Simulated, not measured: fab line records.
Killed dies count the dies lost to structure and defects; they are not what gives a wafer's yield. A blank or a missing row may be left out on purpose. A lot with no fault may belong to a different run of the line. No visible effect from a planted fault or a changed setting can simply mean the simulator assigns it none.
fab line records	flow nand-harc
record lots=24	wafers=72	last-day=33
route steps=1302 shown A_SLIT@940 A_SIN_REMOVE@951 A_WL_FILL@959 A_CONTACT@997
lots that met no fault: taken from a fault-free run of the same line
start-h: the number of hours between the record's first day and the start of the first shown wafer of the lot	wait-h: how many hours have passed since the lot's step before this one	" same as the row above	L1.1+2: several wafers, shown together as one row	- no value, or no start was given	* or withheld: withheld	< > ~ a bound
route shown NAME@n: names a module that has steps shown in the file, with the first one's number in the route	usual: mean/standard deviation of fault-free wafers	same: alike in all rows	chamber/n: place in a boat	sites: readings site by site	_std_site: the standard deviation of these	_edge_site: the outer-site mean with the inner-site mean subtracted	radius-mm: how far each site lies from the wafer's centre	mask NAME#n: copy n	behind: the last tool/chamber to shape the wafer	hold: what put the lot on hold/how long, in hours/how the hold closed	device: names the non-switching transistor (n, p or np)	end of line: the route-end tests of the same wafers	where a step has no rows: the recipe by itself	killed: count of dies lost to structure and defects at first sort (not the wafer's yield)	map: a wafer's dies, x killed, . not, _ none there
set.NAME: the setting the step ran with; set.NAME@STEP: the setting that earlier step ran with	model.NAME: the simulator's own value behind a step, which no gauge read
one table for each step of the route and one row for each wafer, over a sample of lots
services: when a tool's chamber went out of use (start-h, in hours from the record's first day, below 0 if earlier), for how many hours, and the reason
## steps
# step NHARC_A_SLIT_ETCH_26
# recipe bias-v=400	source-w=2000	pressure-mtorr=25	time-s=90	ar-flow-sccm=375	c4f8-flow-sccm=41.7	o2-flow-sccm=83.3	target-depth-a=4000	chemistry=C4F8/O2/Ar
# usual bias-v=400/4	drypump-motor-current-A=6.0/0.44	mfc-ar-sccm=375.2/1.2	showerhead-plenum-p-Torr=3.69/0.12	throttle-valve-pct=27.620/0.0086
lot.wafer	tool	chamber	start-h	wait-h	bias-v	drypump-motor-current-A	mfc-ar-sccm	rf-hours-counter-h	showerhead-plenum-p-Torr	throttle-valve-pct
L074.4	har-etch-01	1	456.31	1.9	396	6.5	376.1	-	3.68	27.638
L074.6	"	1	"	"	395	6.5	376.2	-	3.68	27.625
L074.5	"	0	"	"	398	6.5	374.6	-	3.45	27.627
L075.2	har-etch-01	1	473.35	3.0	404	6.6	374.1	264	3.68	27.612
L075.1	"	0	"	"	408	6.5	375.5	264	3.44	27.609
L075.6	"	1	"	"	406	6.5	376.1	-	3.68	27.637
L076.2	har-etch-02	0	473.52	3.0	401	5.5	375.4	46	3.72	27.627
L076.4	"	0	"	"	396	5.5	377.2	-	3.72	27.611
L076.6	"	0	"	"	405	5.6	374.7	-	3.72	27.610
L078.2	har-etch-01	1	485.57	2.5	394	6.6	375.9	275	3.67	27.611
L078.4	"	0	"	"	399	6.5	374.1	-	3.44	27.623
L078.3	"	1	"	"	398	6.6	376.8	-	3.67	27.619
L077.1	har-etch-02	1	487.21	2.4	404	5.7	374.9	57	3.72	27.619
L077.4	"	0	"	"	401	5.6	377.1	-	3.71	27.617
L077.6	"	1	"	"	406	5.7	376.6	-	3.72	27.610
L079.2	har-etch-02	1	503.74	3.0	404	5.7	375.4	65	3.72	27.615
L079.4	"	1	"	"	398	5.7	375.3	-	3.72	27.639
L079.6	"	1	"	"	395	5.7	372.7	-	3.72	27.625
L080.2	har-etch-02	1	517.87	2.5	396	5.7	377.4	72	3.71	27.618
L080.6	"	0	"	"	403	5.6	373.7	-	3.70	27.610
L080.5	"	1	"	"	393	5.7	374.1	-	3.71	27.609
L082.1	har-etch-02	1	527.67	3.1	396	5.7	376.1	76	3.71	27.612
L082.4	"	0	"	"	391	5.6	375.5	-	3.70	27.616
L082.6	"	1	"	"	398	5.7	375.7	-	3.71	27.615
L081.1	har-etch-01	1	529.31	2.5	392	6.6	375.9	298	3.66	27.625
L081.6	"	0	"	"	399	6.5	376.9	-	3.43	27.630
L081.5	"	1	"	"	398	6.6	375.0	-	3.66	27.609
L083.2	har-etch-01	1	566.28	2.5	396	6.6	376.1	321	3.65	27.638
L083.4	"	0	"	"	405	6.5	376.1	-	3.98	27.633
L083.3	"	1	"	"	397	6.6	375.0	-	3.65	27.611
L085.2	har-etch-02	0	570.74	2.4	395	5.6	375.5	103	3.69	27.630
L085.4	"	1	"	"	395	5.7	375.0	-	3.70	27.613
L085.5	"	0	"	"	400	5.6	376.1	-	3.69	27.622
L086.1	har-etch-01	0	574.10	2.4	394	6.5	375.4	317	3.98	27.627
L086.5	"	1	"	"	394	6.6	374.3	-	3.64	27.623
L086.6	"	0	"	"	400	6.5	374.6	-	3.98	27.621
L084.1	har-etch-02	0	574.55	2.4	407	5.6	377.0	107	3.68	27.609
L084.3	"	0	"	"	400	5.6	374.3	-	3.68	27.621
L084.5	"	0	"	"	399	5.6	376.0	-	3.68	27.616
L087.1	har-etch-01	1	596.91	2.5	413	6.5	374.9	340	3.63	27.612
L087.3	"	1	"	"	408	6.6	374.8	-	3.63	27.627
L087.5	"	1	"	"	409	6.5	374.4	-	3.63	27.625
L088.2	har-etch-02	0	598.00	3.0	400	5.5	374.4	122	3.68	27.629
L088.4	"	1	"	"	402	5.7	374.6	-	3.68	27.624
L088.6	"	0	"	"	400	5.5	374.5	-	3.68	27.609
L089.2	har-etch-02	0	607.57	2.5	404	5.6	376.2	126	3.67	27.619
L089.3	"	0	"	"	402	5.6	375.8	-	3.67	27.614
L089.6	"	0	"	"	403	5.6	375.5	-	3.67	27.617
L091.2	har-etch-01	0	613.55	2.5	397	6.4	372.7	344	3.96	27.605
L091.3	"	1	"	"	403	6.6	377.3	-	3.63	27.624
L091.4	"	0	"	"	403	6.4	373.9	-	3.96	27.623
L090.1	har-etch-02	0	615.88	3.1	404	5.6	371.2	133	3.67	27.625
L090.4	"	0	"	"	404	5.6	374.0	-	3.67	27.622
L090.5	"	1	"	"	397	5.7	374.4	-	3.68	27.615
L092.4	har-etch-01	1	649.35	1.3	397	6.5	374.1	-	3.62	27.620
L092.5	"	0	"	"	398	6.4	374.6	-	3.95	27.619
L092.6	"	1	"	"	398	6.5	375.6	-	3.62	27.631
L094.1	har-etch-02	1	650.70	3.1	402	5.7	375.9	152	3.67	27.609
L094.4	"	0	"	"	398	5.6	375.5	-	3.66	27.617
L094.5	"	0	"	"	398	5.5	374.4	-	3.66	27.618
L093.2	har-etch-01	1	653.05	3.0	397	6.6	377.1	371	3.62	27.625
L093.3	"	0	"	"	402	6.4	373.5	-	3.95	27.615
L093.6	"	0	"	"	398	6.5	375.6	-	3.95	27.616
L095.1	har-etch-02	1	662.84	3.0	402	5.7	373.8	164	3.66	27.610
L095.3	"	1	"	"	395	5.7	374.7	-	3.66	27.622
L095.4	"	0	"	"	403	5.6	376.3	-	3.65	27.636
L096.1	har-etch-02	1	669.43	2.5	405	5.7	378.8	168	3.66	27.632
L096.3	"	0	"	"	397	5.6	374.3	-	3.65	27.616
L096.6	"	0	"	"	402	5.6	374.5	-	3.65	27.630
L097.2	har-etch-02	1	683.75	2.5	394	5.7	375.3	171	3.66	27.627
L097.4	"	0	"	"	404	5.6	376.8	-	3.65	27.630
L097.5	"	0	"	"	399	5.6	376.1	-	3.65	27.614
# step NHARC_A_SLIT_ETCH_29
# recipe target-depth-a=1000	overetch-a=100	time-s=55	ion-energy-ev=100	cf4-flow-sccm=80	o2-flow-sccm=20	ar-flow-sccm=0	rf-w=300	bias-w=100	chemistry=CF4/O2
# usual drypump-motor-current-A=5.6/0.42	mfc-ar-sccm=0.005/0.0093	oes-product-au=1.000/0.01	rf-vpp-V=198.3/1.1	showerhead-plenum-p-Torr=1.36/0.045	throttle-valve-pct=13.396/0.01
lot.wafer	tool	chamber	start-h	wait-h	drypump-motor-current-A	mfc-ar-sccm	oes-product-au	rf-hours-counter-h	rf-vpp-V	showerhead-plenum-p-Torr	throttle-valve-pct
L074.4	rie-diel-10	1	457.15	0.1	6.0	0.015	0.999	2	197.9	1.32	13.381
L074.5	"	2	"	"	5.5	0	1.002	-	200.6	1.42	13.391
L074.6	"	3	"	"	5.8	0	1.012	-	199.1	1.38	13.395
L075.2	rie-diel-10	3	474.24	0.1	5.8	0	1.016	3	198.4	1.38	13.400
L075.1	"	0	"	"	5.3	0.034	1.013	3	198.4	1.32	13.379
L075.6	"	2	"	"	5.5	0	1.002	-	199.6	1.42	13.397
L076.2	rie-diel-02	1	474.41	0.1	5.6	0	1.002	4	198.3	1.40	13.388
L076.4	"	3	"	"	5.6	0	1.007	5	196.4	1.27	13.388
L076.6	"	0	"	"	5.1	0	0.993	-	197.6	1.31	13.410
L078.3	rie-diel-10	3	486.42	0.1	5.8	0	1.012	5	198.2	1.38	13.409
L078.4	"	0	"	"	5.4	0.034	1.015	4	196.9	1.32	13.407
L078.2	"	2	"	"	5.4	0	1.003	5	200.0	1.42	13.398
L077.1	rie-diel-07	3	488.06	0.1	6.2	0	0.983	1	197.6	1.35	13.397
L077.4	"	1	"	"	4.7	0.002	1.006	1	199.1	1.40	13.388
L077.6	"	0	"	"	5.5	0.003	0.996	-	198.5	1.32	13.391
L079.2	rie-diel-10	2	504.65	0.1	5.5	0	1.005	5	201.4	1.42	13.387
L079.6	"	2	"	"	5.5	0	1.004	-	198.8	1.42	13.381
L079.4	"	3	"	"	5.8	0	1.015	-	199.3	1.38	13.402
L080.2	rie-diel-07	1	518.75	0.1	4.7	0.002	1.004	2	198.0	1.40	13.391
L080.5	"	2	"	"	5.9	0	0.989	-	200.0	1.41	13.391
L080.6	"	3	"	"	6.2	0	0.986	-	197.5	1.35	13.416
L082.4	rie-diel-10	1	528.57	0.1	6.0	0.015	1.006	7	197.3	1.32	13.403
L082.1	"	2	"	"	5.5	0	1.001	8	200.8	1.42	13.397
L082.6	"	3	"	"	5.7	0	1.018	-	199.1	1.37	13.397
L081.1	rie-diel-07	1	530.19	0.1	4.7	0.002	0.997	3	197.9	1.40	13.387
L081.5	"	2	"	"	5.9	0	0.992	-	200.1	1.41	13.383
L081.6	"	3	"	"	6.2	0	0.992	-	197.1	1.35	13.399
L083.2	rie-diel-10	1	567.13	0.1	6.0	0.015	1.005	10	197.7	1.32	13.393
L083.3	"	3	"	"	5.7	0	1.014	11	197.8	1.37	13.404
L083.4	"	0	"	"	5.3	0.034	0.988	8	198.1	1.32	13.400
L085.4	rie-diel-07	1	571.60	0.1	4.7	0.002	1.017	5	199.0	1.40	13.390
L085.2	"	3	"	"	6.3	0	0.987	7	198.8	1.35	13.396
L085.5	"	1	"	"	4.7	0.002	1.011	-	197.3	1.40	13.372
L086.1	rie-diel-10	1	574.97	0.1	6.0	0.015	0.996	10	197.9	1.32	13.386
L086.6	"	2	"	"	5.5	0	1.017	-	199.8	1.42	13.384
L086.5	"	3	"	"	5.7	0	1.006	-	198.9	1.37	13.388
L084.1	rie-diel-07	1	575.41	0.1	4.7	0.002	1.001	5	199.9	1.40	13.400
L084.3	"	3	"	"	6.2	0	0.984	8	197.6	1.35	13.403
L084.5	"	1	"	"	4.7	0.002	1.004	-	197.5	1.40	13.390
L087.1	rie-diel-02	3	597.77	0.1	5.6	0	1.022	1	196.1	1.27	13.393
L087.3	"	0	"	"	5.1	0	0.987	1	197.7	1.31	13.390
L087.5	"	0	"	"	5.1	0	0.989	-	199.1	1.31	13.392
L088.2	rie-diel-07	0	598.89	0.1	5.5	0.003	0.999	6	197.4	1.31	13.404
L088.4	"	1	"	"	4.7	0.002	1.010	6	199.3	1.40	13.395
L088.6	"	3	"	"	6.3	0	0.985	-	198.2	1.35	13.400
L089.2	rie-diel-02	3	608.42	0.1	5.6	0	1.018	3	196.0	1.26	13.417
L089.3	"	1	"	"	5.6	0	0.995	2	198.7	1.40	13.408
L089.6	"	0	"	"	5.2	0	1.001	-	197.5	1.31	13.392
L091.4	rie-diel-07	2	614.41	0.1	5.9	0	0.981	10	198.0	1.41	13.406
L091.2	"	3	"	"	6.3	0	0.980	10	198.2	1.35	13.380
L091.3	"	0	"	"	5.5	0.003	0.990	7	197.2	1.31	13.393
L090.1	rie-diel-07	0	616.77	0.1	5.5	0.003	0.989	8	197.7	1.31	13.382
L090.4	"	1	"	"	4.7	0.002	1.003	7	198.1	1.40	13.405
L090.5	"	1	"	"	4.7	0.002	1.001	-	198.6	1.40	13.378
L092.4	rie-diel-02	3	650.16	0.1	5.6	0	0.991	5	196.0	1.26	13.383
L092.6	"	1	"	"	5.6	0	0.985	-	199.7	1.39	13.393
L092.5	"	2	"	"	6.1	0.017	0.999	-	199.1	1.36	13.408
L094.1	rie-diel-10	3	651.60	0.1	5.7	0	1.004	1	197.6	1.37	13.391
L094.4	"	0	"	"	5.4	0.034	0.994	1	196.6	1.32	13.393
L094.5	"	2	"	"	5.5	0	0.979	-	200.0	1.42	13.389
L093.2	rie-diel-10	3	653.94	0.1	5.8	0	0.997	1	199.0	1.37	13.399
L093.3	"	0	"	"	5.4	0.034	0.986	1	196.7	1.32	13.380
L093.6	"	3	"	"	5.8	0	0.997	-	198.8	1.37	13.407
L095.4	rie-diel-07	1	663.73	0.1	4.7	0.002	1.000	1	199.6	1.40	13.391
L095.1	"	2	"	"	5.9	0	0.991	1	199.3	1.41	13.396
L095.3	"	0	"	"	5.5	0.003	1.007	1	199.0	1.31	13.401
L096.1	rie-diel-02	0	670.29	0.1	5.1	0	1.000	8	199.2	1.31	13.392
L096.3	"	3	"	"	5.6	0	1.005	7	196.5	1.26	13.426
L096.6	"	0	"	"	5.1	0	1.001	-	197.7	1.31	13.402
L097.2	rie-diel-07	0	684.62	0.1	5.5	0.003	0.999	2	197.3	1.31	13.409
L097.5	"	0	"	"	5.5	0.003	0.987	-	198.7	1.31	13.391
L097.4	"	2	"	"	5.9	0	0.990	-	197.7	1.41	13.405
# step NHARC_A_SIN_REMOVE_INSPECT_04
# usual raw-defect-count=393/93
lot.wafer	tool	chamber	start-h	wait-h	raw-defect-count
L074.4	defect-inspect-02	-	464.36	0.0	759
L074.5	"	-	"	"	668
L074.6	"	-	"	"	399
L075.1	defect-inspect-01	-	481.37	0.0	351
L075.2	"	-	"	"	391
L075.6	"	-	"	"	337
L076.2	defect-inspect-02	-	481.37	0.0	335
L076.4	"	-	"	"	232
L076.6	"	-	"	"	196
L078.2	defect-inspect-02	-	493.54	0.0	397
L078.3	"	-	"	"	461
L078.4	"	-	"	"	568
L077.1	defect-inspect-01	-	495.23	0.0	250
L077.4	"	-	"	"	291
L077.6	"	-	"	"	432
L079.2	defect-inspect-02	-	511.86	0.0	275
L079.4	"	-	"	"	339
L079.6	"	-	"	"	350
L080.2	defect-inspect-02	-	525.89	0.0	351
L080.5	"	-	"	"	390
L080.6	"	-	"	"	355
L082.1	defect-inspect-02	-	535.70	0.0	377
L082.4	"	-	"	"	474
L082.6	"	-	"	"	447
L081.1	defect-inspect-02	-	537.36	0.0	364
L081.5	"	-	"	"	430
L081.6	"	-	"	"	505
L083.2	defect-inspect-02	-	574.28	0.0	413
L083.3	"	-	"	"	490
L083.4	"	-	"	"	443
L085.2	defect-inspect-02	-	578.79	0.0	401
L085.4	"	-	"	"	398
L085.5	"	-	"	"	380
L086.1	defect-inspect-02	-	582.58	0.0	366
L086.5	"	-	"	"	427
L086.6	"	-	"	"	318
L084.1	defect-inspect-01	-	582.58	0.0	299
L084.3	"	-	"	"	324
L084.5	"	-	"	"	360
L087.1	defect-inspect-01	-	605.21	0.0	478
L087.3	"	-	"	"	571
L087.5	"	-	"	"	411
L088.2	defect-inspect-02	-	605.22	0.0	295
L088.4	"	-	"	"	370
L088.6	"	-	"	"	305
L089.2	defect-inspect-02	-	615.55	0.0	228
L089.3	"	-	"	"	270
L089.6	"	-	"	"	280
L091.2	defect-inspect-01	-	621.57	0.0	378
L091.3	"	-	"	"	479
L091.4	"	-	"	"	348
L090.1	defect-inspect-01	-	623.90	0.0	423
L090.4	"	-	"	"	361
L090.5	"	-	"	"	341
L094.1	defect-inspect-02	-	657.33	0.0	406
L094.4	"	-	"	"	361
L094.5	"	-	"	"	382
L092.4	defect-inspect-01	-	657.33	0.0	620
L092.5	"	-	"	"	410
L092.6	"	-	"	"	605
L093.2	defect-inspect-01	-	661.59	0.0	424
L093.3	"	-	"	"	435
L093.6	"	-	"	"	375
L095.1	defect-inspect-02	-	670.86	0.0	409
L095.3	"	-	"	"	364
L095.4	"	-	"	"	401
L096.1	defect-inspect-02	-	677.53	0.0	315
L096.3	"	-	"	"	328
L096.6	"	-	"	"	449
L097.2	defect-inspect-02	-	691.84	0.0	351
L097.4	"	-	"	"	382
L097.5	"	-	"	"	454
# step NHARC_A_WL_FILL_STRIP_27
# recipe power-w=1500	temp-c=250	time-s=20	chemistry=N2/H2
# usual drypump-motor-current-A=5.3/0.33	heater-power-w=332/54
lot.wafer	tool	chamber	start-h	wait-h	drypump-motor-current-A	heater-power-w	rf-hours-counter-h
L074.4	plasma-asher-01	1	466.58	0.2	5.7	312	-
L074.5	"	1	"	"	5.7	315	-
L074.6	"	0	"	"	5.2	412	-
L075.2	plasma-asher-02	1	484.67	0.1	4.8	266	11
L075.1	"	0	"	"	5.4	319	11
L075.6	"	1	"	"	4.8	272	-
L076.2	plasma-asher-02	1	484.85	0.1	4.8	276	12
L076.4	"	1	"	"	4.9	272	-
L076.6	"	0	"	"	5.5	331	-
L078.2	plasma-asher-01	1	495.45	0.1	5.7	310	30
L078.4	"	0	"	"	5.2	407	-
L078.3	"	1	"	"	5.7	315	-
L077.1	plasma-asher-02	1	496.96	0.1	4.8	271	14
L077.4	"	0	"	"	5.5	325	-
L077.6	"	0	"	"	5.5	323	-
L079.2	plasma-asher-01	1	513.59	0.1	5.7	312	33
L079.4	"	0	"	"	5.2	409	-
L079.6	"	0	"	"	5.2	417	-
L080.2	plasma-asher-01	1	529.39	1.9	5.7	311	1
L080.6	"	1	"	"	5.7	311	-
L080.5	"	0	"	"	5.2	416	-
L082.1	plasma-asher-01	0	539.30	0.1	5.3	402	2
L082.4	"	1	"	"	5.8	319	-
L082.6	"	1	"	"	5.7	318	-
L081.1	plasma-asher-01	1	540.90	0.6	5.7	318	4
L081.5	"	0	"	"	5.3	412	-
L081.6	"	1	"	"	5.7	314	-
L083.2	plasma-asher-01	1	576.20	0.1	5.7	320	13
L083.4	"	1	"	"	5.7	307	-
L083.3	"	0	"	"	5.2	399	-
L085.2	plasma-asher-01	1	580.69	0.1	5.7	314	14
L085.4	"	1	"	"	5.7	318	-
L085.5	"	0	"	"	5.2	412	-
L086.1	plasma-asher-02	0	584.60	0.1	5.5	325	29
L086.5	"	0	"	"	5.5	340	-
L086.6	"	1	"	"	4.8	267	-
L084.1	plasma-asher-02	1	584.79	0.1	4.8	264	30
L084.3	"	1	"	"	4.8	277	-
L084.5	"	1	"	"	4.8	276	-
L087.1	plasma-asher-01	0	606.96	0.1	5.2	407	20
L087.3	"	1	"	"	5.8	307	-
L087.5	"	1	"	"	5.7	311	-
L088.2	plasma-asher-01	1	607.11	0.3	5.7	318	20
L088.4	"	0	"	"	5.2	415	-
L088.6	"	1	"	"	5.7	316	-
L089.2	plasma-asher-02	0	617.27	0.1	5.5	304	1
L089.3	"	1	"	"	4.8	254	-
L089.6	"	1	"	"	4.8	259	-
L091.2	plasma-asher-02	1	623.33	0.1	4.8	262	3
L091.3	"	0	"	"	5.4	310	-
L091.4	"	1	"	"	4.8	255	-
L090.1	plasma-asher-02	1	627.04	0.1	4.8	258	3
L090.4	"	0	"	"	5.5	316	-
L090.5	"	1	"	"	4.8	257	-
L092.4	plasma-asher-02	1	659.12	0.2	4.8	260	-
L092.6	"	1	"	"	4.8	258	-
L092.5	"	0	"	"	5.4	302	-
L094.1	plasma-asher-01	0	659.12	0.1	5.3	413	30
L094.4	"	0	"	"	5.2	405	-
L094.5	"	0	"	"	5.2	402	-
L093.2	plasma-asher-02	1	663.49	0.3	4.8	259	10
L093.3	"	1	"	"	4.8	256	-
L093.6	"	0	"	"	5.5	310	-
L095.1	plasma-asher-01	0	672.60	0.1	5.2	392	34
L095.4	"	0	"	"	5.3	419	-
L095.3	"	1	"	"	5.7	308	-
L096.1	plasma-asher-01	0	679.29	0.1	5.2	419	35
L096.3	"	0	"	"	5.2	422	-
L096.6	"	1	"	"	5.7	313	-
L097.2	plasma-asher-01	0	693.60	0.1	5.2	401	38
L097.4	"	1	"	"	5.8	311	-
L097.5	"	1	"	"	5.7	314	-
# step NHARC_A_CONTACT_CD_MEAS_42
# recipe target-cd-nm=300	landing-energy-ev=500
# usual cd-nm=300.0/0.57
lot.wafer	tool	chamber	start-h	wait-h	cd-nm
L074.4	cd-sem-02	0	492.46	-	299.8
L074.5	"	0	"	"	300.5
L074.6	"	0	"	"	300.6
L076.2	cd-sem-03	0	507.52	-	298.8
L076.4	"	0	"	"	300.2
L076.6	"	0	"	"	300.0
L075.1	cd-sem-03	0	507.90	-	300.6
L075.2	"	0	"	"	299.7
L075.6	"	0	"	"	300.1
L077.1	cd-sem-03	0	518.82	-	299.0
L077.4	"	0	"	"	299.7
L077.6	"	0	"	"	300.0
L078.2	cd-sem-02	0	518.99	-	299.7
L078.3	"	0	"	"	300.0
L078.4	"	0	"	"	299.1
L079.2	cd-sem-03	0	536.26	-	300.3
L079.4	"	0	"	"	300.3
L079.6	"	0	"	"	300.2
L080.2	cd-sem-01	0	551.15	-	299.8
L080.5	"	0	"	"	300.2
L080.6	"	0	"	"	299.7
L081.1	cd-sem-02	0	561.04	-	300.0
L081.5	"	0	"	"	299.5
L081.6	"	0	"	"	300.0
L082.1	cd-sem-03	0	565.28	-	299.9
L082.4	"	0	"	"	299.7
L082.6	"	0	"	"	299.6
L085.2	cd-sem-03	0	600.14	-	299.5
L085.4	"	0	"	"	300.0
L085.5	"	0	"	"	299.7
L083.2	cd-sem-01	0	600.17	-	301.2
L083.3	"	0	"	"	300.7
L083.4	"	0	"	"	300.8
L086.1	cd-sem-03	0	607.04	-	300.8
L086.5	"	0	"	"	300.3
L086.6	"	0	"	"	300.6
L084.1	cd-sem-02	0	608.60	-	299.6
L084.3	"	0	"	"	298.4
L084.5	"	0	"	"	299.4
L088.2	cd-sem-03	0	629.66	-	300.1
L088.4	"	0	"	"	300.0
L088.6	"	0	"	"	300.2
L087.1	cd-sem-01	0	629.81	-	299.6
L087.3	"	0	"	"	299.7
L087.5	"	0	"	"	299.8
L089.2	cd-sem-01	0	639.56	-	300.3
L089.3	"	0	"	"	300.2
L089.6	"	0	"	"	300.5
L091.2	cd-sem-02	0	648.41	-	300.0
L091.3	"	0	"	"	300.2
L091.4	"	0	"	"	299.9
L090.1	cd-sem-02	0	651.40	-	299.2
L090.4	"	0	"	"	301.4
L090.5	"	0	"	"	299.9
L094.1	cd-sem-02	0	682.80	-	300.6
L094.4	"	0	"	"	300.5
L094.5	"	0	"	"	300.5
L092.4	cd-sem-03	0	683.11	-	300.2
L092.5	"	0	"	"	300.2
L092.6	"	0	"	"	300.2
L093.2	cd-sem-03	0	683.54	-	299.6
L093.3	"	0	"	"	299.6
L093.6	"	0	"	"	298.9
L095.1	cd-sem-02	0	694.65	-	300.6
L095.3	"	0	"	"	300.0
L095.4	"	0	"	"	301.0
L096.1	cd-sem-02	0	704.37	-	298.8
L096.3	"	0	"	"	299.4
L096.6	"	0	"	"	298.4
L097.2	cd-sem-02	0	716.18	-	300.4
L097.4	"	0	"	"	299.8
L097.5	"	0	"	"	300.1
# step NHARC_A_CONTACT_ETCH_117
# recipe source-w=withheld	pressure-mtorr=20	bias-v=3000	time-s=190	target-depth-a=18500	ar-flow-sccm=withheld	c4f8-flow-sccm=withheld	o2-flow-sccm=withheld	chemistry=C4F8/O2/Ar
lot.wafer	tool	chamber	start-h	wait-h	rf-hours-counter-h
L074.4	har-cap-etch-03	0	495.98	0.1	-
L074.6	"	1	"	"	-
L074.5	"	0	"	"	-
L076.2	har-cap-etch-02	0	510.61	0.1	86
L076.4	"	1	"	"	-
L076.6	"	0	"	"	-
L075.1	har-cap-etch-03	1	511.26	0.1	45
L075.2	"	0	"	"	45
L075.6	"	1	"	"	-
L077.1	har-cap-etch-02	1	521.88	0.1	90
L077.4	"	0	"	"	-
L077.6	"	0	"	"	-
L078.2	har-cap-etch-03	1	522.05	0.1	48
L078.3	"	1	"	"	-
L078.4	"	0	"	"	-
L079.2	har-cap-etch-03	0	539.32	0.1	52
L079.4	"	0	"	"	-
L079.6	"	0	"	"	-
L080.2	har-cap-etch-01	0	554.82	0.1	7
L080.6	"	0	"	"	-
L080.5	"	1	"	"	-
L081.1	har-cap-etch-03	1	564.13	0.1	56
L081.6	"	0	"	"	-
L081.5	"	1	"	"	-
L082.1	har-cap-etch-02	0	568.34	0.1	98
L082.4	"	0	"	"	-
L082.6	"	0	"	"	-
L085.2	har-cap-etch-02	1	603.31	0.1	102
L085.4	"	1	"	"	-
L085.5	"	0	"	"	-
L083.2	har-cap-etch-03	0	604.14	0.1	61
L083.4	"	0	"	"	-
L083.3	"	1	"	"	-
L086.1	har-cap-etch-01	0	610.14	0.1	14
L086.6	"	1	"	"	-
L086.5	"	0	"	"	-
L084.1	har-cap-etch-02	0	612.03	0.2	104
L084.3	"	1	"	"	-
L084.5	"	1	"	"	-
L087.1	har-cap-etch-01	1	632.86	0.1	20
L087.3	"	1	"	"	-
L087.5	"	0	"	"	-
L088.2	har-cap-etch-02	1	632.90	0.1	110
L088.4	"	0	"	"	-
L088.6	"	1	"	"	-
L089.2	har-cap-etch-03	1	642.65	0.1	70
L089.3	"	1	"	"	-
L089.6	"	1	"	"	-
L091.2	har-cap-etch-01	0	652.89	0.2	24
L091.4	"	0	"	"	-
L091.3	"	1	"	"	-
L090.1	har-cap-etch-02	1	654.83	0.1	114
L090.4	"	1	"	"	-
L090.5	"	0	"	"	-
L094.1	har-cap-etch-01	0	685.89	0.1	29
L094.4	"	1	"	"	-
L094.5	"	1	"	"	-
L093.2	har-cap-etch-02	1	687.06	0.1	119
L093.3	"	1	"	"	-
L093.6	"	0	"	"	-
L092.4	har-cap-etch-03	1	690.36	0.1	-
L092.5	"	0	"	"	-
L092.6	"	1	"	"	-
L095.1	har-cap-etch-02	1	698.14	0.1	122
L095.3	"	1	"	"	-
L095.4	"	0	"	"	-
L096.1	har-cap-etch-01	1	707.46	0.1	35
L096.3	"	1	"	"	-
L096.6	"	1	"	"	-
L097.2	har-cap-etch-03	0	719.63	0.1	86
L097.4	"	1	"	"	-
L097.5	"	0	"	"	-
## services
tool	chamber	start-h	hours	kind
rie-diel-07	-	471.20	9.0	pm
har-cap-etch-01	-	497.00	17.0	pm
rie-diel-10	0	502.17	7.8	repair
plasma-asher-01	-	519.83	9.0	pm
plasma-asher-01	0	519.83	9.0	vent-cycle
plasma-asher-01	1	519.83	9.0	vent-cycle
plasma-asher-02	-	525.44	23.7	repair
plasma-asher-01	0	528.83	-	clean
rie-diel-10	-	528.91	1.1	repair
rie-diel-10	0	537.64	14.2	repair
rie-diel-07	-	545.23	0.9	repair
rie-diel-02	2	557.33	5.3	repair
rie-diel-02	-	571.02	9.0	pm
rie-diel-07	-	575.47	1.3	repair
rie-diel-10	-	596.50	9.0	pm
plasma-asher-02	-	603.12	9.0	pm
rie-diel-10	-	608.18	0.7	repair
har-etch-01	-	618.29	0.3	repair
rie-diel-02	1	628.68	13.2	repair
rie-diel-07	-	648.20	9.0	pm
rie-diel-07	1	669.26	29.5	repair
rie-diel-02	3	677.17	7.0	repair
plasma-asher-01	-	696.83	9.0	pm
har-cap-etch-02	-	703.21	76.0	repair
## key
fault none
